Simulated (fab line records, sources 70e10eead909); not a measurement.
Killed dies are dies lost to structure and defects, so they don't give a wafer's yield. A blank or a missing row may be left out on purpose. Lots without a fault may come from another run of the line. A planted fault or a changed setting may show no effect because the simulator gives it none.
One fault seen from 2 desks | flow nand_harc | each desk has only its own numbers; what lay behind them comes last

THE TOOL OWNER'S DESK: pvd_sputter-03
The tool's own readings at NHARC_P_CONTACT_PVD_32 (deposits Ti, target thk 5 nm, time 17.7 s): means of the sampled wafers that have a number, for each lot that ran on this tool. A lot is out of limits, marked OUT, if its mean lies more than 4 standard deviations from the usual mean; the brackets give that distance.
Columns: A = throttle_valve_pct at NHARC_P_CONTACT_PVD_32, usual 29.7 %
lot  | first seen here | A
L698 | day 6 03:20     | 28.6
L699 | day 6 21:31     | 28.1
L701 | day 7 15:42     | 28.7
L702 | day 7 20:43     | 29.1
L712 | day 12 00:46    | 29.8
This desk's finding: nothing out of limits on any of the 5 lots.

THE DEFECT DESK
What the inspections along the route counted, lot by lot: means of the sampled wafers that have a number. A lot is out of limits, marked OUT, if its mean lies more than 4 standard deviations from the usual mean; the brackets give that distance.
Columns: A = raw_defect_count at NHARC_P_CONTACT_INSPECT_14, usual 3.6
lot  | first seen here | A
L698 | day 6 01:34     | 6.0
L699 | day 6 19:26     | 1.0
L700 | day 6 23:56     | 3.0
L701 | day 7 13:56     | 1.3
L702 | day 7 18:55     | 2.3
L703 | day 8 12:32     | 4.7
L705 | day 9 10:32     | 6.3
L707 | day 10 08:58    | 4.0
L712 | day 11 22:56    | 4.0
L711 | day 12 00:01    | 3.0
L718 | day 14 15:35    | 2.0
L719 | day 15 04:15    | 4.3
L720 | day 15 17:35    | 3.0
This desk's finding: nothing out of limits on any of the 13 lots.

PUT TOGETHER
The tool owner's desk saw nothing out of limits.
The defect desk saw nothing out of limits.

WHAT THE SIMULATOR HAD PUT IN
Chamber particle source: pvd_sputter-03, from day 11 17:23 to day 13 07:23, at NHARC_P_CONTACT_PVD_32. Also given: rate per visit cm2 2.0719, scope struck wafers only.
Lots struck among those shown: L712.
